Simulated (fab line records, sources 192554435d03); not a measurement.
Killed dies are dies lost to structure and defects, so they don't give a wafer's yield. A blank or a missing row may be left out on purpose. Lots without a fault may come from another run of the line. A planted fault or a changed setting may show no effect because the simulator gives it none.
Chamber matching | flow n5_finfet | N5_BEOL_M1_ALD_98 on ald_sin-02: 4 sister chambers
The step deposits SiO2, target thk 2.5 nm, pulse time 1 s, co reactant pulse time 1 s. 8 wafers are shown with their chamber, then 8 later ones without.

WAFERS WITH THEIR CHAMBER
wafer  | chamber | heater_power_w (W) | chamber_pressure_Torr (Torr)
L085.5 | 3       | 64                 | 2.003
L086.4 | 0       | 71                 | 1.995
L088.1 | 0       | 72                 | 2.009
L088.3 | 1       | 85                 | 2.000
L088.6 | 3       | 63                 | 2.000
L089.4 | 1       | 85                 | 2.008
L089.6 | 2       | 75                 | 1.995
L093.1 | 2       | 75                 | 2.003

WAFERS WITHOUT THEIR CHAMBER
wafer  | heater_power_w (W) | chamber_pressure_Torr (Torr)
L093.5 | 85                 | 2.004
L093.6 | 71                 | 2.003
L097.2 | 64                 | 1.992
L097.3 | 87                 | 2.004
L097.4 | 70                 | 1.999
L096.2 | 67                 | 2.002
L096.4 | 73                 | 2.000
L096.6 | 71                 | 2.002

WHICH CHAMBER EACH WENT THROUGH
wafer  | from the rows above     | in truth
L093.5 | 1                       | 1
L093.6 | 0                       | 0
L097.2 | 3                       | 3
L097.3 | 1                       | 1
L097.4 | 0                       | 0
L096.2 | can't be placed: 3 or 0 | 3
L096.4 | can't be placed: 0 or 2 | 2
L096.6 | 0                       | 0
Placed correctly: 6 of 8. Can't be placed from these rows: 2 (the true chamber is among the candidates in 2). Placed wrongly: 0.
How it was worked out, from the rows above alone: a wafer's distance from a chamber is the root of the sum, over the readings, of the square of ((its reading less the chamber's mean) divided by the reading's scatter). The wafer belongs to the nearest chamber; if the next one is less than 2 further off, it can't be placed. A chamber's mean is the mean of its shown wafers. The scatter: the root of (the sum of the squares of (reading less its chamber's mean) over the shown wafers, divided by (wafers less chambers)).
